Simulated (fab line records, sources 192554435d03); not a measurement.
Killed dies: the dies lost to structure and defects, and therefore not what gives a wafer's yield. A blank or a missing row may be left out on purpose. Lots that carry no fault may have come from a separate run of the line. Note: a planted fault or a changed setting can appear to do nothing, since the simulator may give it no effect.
A struck lot beside a sound one    flow n5 finfet    15 out of 1938 route steps
Sound: these wafers, L483.3, L483.4, L483.5. Wafers struck: L495.1, L495.3, L495.6. The cause is named last.
Order at every step that has rows: each side's tool, ch and its chambers, its first start. Under that, the readings that differ: sound wafers    struck wafers    difference of the means    sigmas: that difference in standard deviations of wafers without a fault.
alike: readings with means less than 2 such deviations apart, plus words and numbers identical on both sides. not compared: withheld readings, readings lacking a value on some wafer, bounds such as >300 that could conceal the same value, and numbers that have no deviation in the record and whose values overlap.
A row with sigmas, a row that says differs or no value, or rows on one side alone: a step with any of these is where the two part. When numbers do not overlap yet have no deviation, they are printed without sigmas and do not part them. Lack of a reading on every wafer of one side parts them only where that side has two or more wafers.

first, 5 steps without rows for these wafers: N5_BEOL_M10_EBR_24; N5_BEOL_M10_SOFTBAKE_23 (time 60 s); N5_BEOL_M10_EXPOSE_25 (exposes mask V9); N5_BEOL_M10_PEB_26 (peb time 60 s); N5_BEOL_M10_DEVELOP_27 (develop time 30 s).
N5_BEOL_M10_CD_MEAS_28: the cd target is 70 nm.
  sound on cd sem-01 ch 0, day 13 08:07; struck on cd sem-01 ch 0, day 16 02:41
  alike: cd nm
N5_BEOL_M10_OVL_MEAS_29:
  sound on overlay-02 ch 0, day 13 08:08; struck on overlay-01 ch 0, day 16 02:43
  alike: V9_OVL
N5_BEOL_M10_INSPECT_30: inspects for defects (brightfield).
  struck on defect inspect-02, day 16 02:44; sound on defect inspect-01, day 13 08:10
  alike: raw defect count
N5_BEOL_M10_DESCUM_33: chemistry O2, time 7.9 s.
  sound on rie diel-01 ch 0,2, day 13 08:12; struck on rie diel-01 ch 2,3, day 16 02:46
  alike: chamber pressure mTorr, drypump motor current A, oes product au, rf vpp V, showerhead plenum p Torr, throttle valve pct
  not compared: rf hours counter h
N5_BEOL_M10_ETCH_65: etches SiARC in CF4, target depth 39 nm, time 65 s.
  sound on rie diel-01 ch 0,2, day 13 08:14; struck on rie diel-01 ch 2,3, day 16 02:49
  alike: bias w, chamber pressure mTorr, drypump motor current A, etch rf on time s, oes product au, rf vpp V, showerhead plenum p Torr, throttle valve pct
  not compared: rf hours counter h
N5_BEOL_M10_ETCH_66: etches SOC in N2/H2, target depth 120 nm, overetch 24 nm, time 180 s.
  sound on rie diel-01 ch 0,2, day 13 08:17; struck on rie diel-01 ch 2,3, day 16 02:52
  alike: bias w, chamber pressure mTorr, drypump motor current A, oes product au, rf vpp V, showerhead plenum p Torr, throttle valve pct
  not compared: rf hours counter h
then, 1 step without rows for these wafers: N5_BEOL_M10_STRIP_69 (strips in N2/H2).
N5_BEOL_M10_VIA_ETCH_34: etches SiCOH lowk in C4F6/O2, target depth 184.5 nm, time 69.2 s.
  sound on rie diel-01 ch 0,2, day 13 08:25; struck on rie diel-01 ch 2,3, day 16 02:59
reading       sound              struck             difference  sigmas
bias w (W)    185.3 185.6 184.5  202.2 202.5 202.4  +17.2       +37
rf vpp V (V)  654 654 653        695 701 701        +45         +3
  alike: chamber pressure mTorr, drypump motor current A, oes product au, showerhead plenum p Torr, throttle valve pct
  not compared: rf hours counter h
then, 2 steps without rows for these wafers: N5_BEOL_M10_STRIP_73 (strips in C4F6/O2); N5_PASSIVATION_PROBE_49.

## WHERE THEY PART
Within this record, at N5_BEOL_M10_VIA_ETCH_34 only.

WHY: the cause the simulator had injected
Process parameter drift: rie diel-01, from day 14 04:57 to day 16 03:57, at N5_BEOL_M10_VIA_ETCH_34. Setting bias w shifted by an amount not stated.
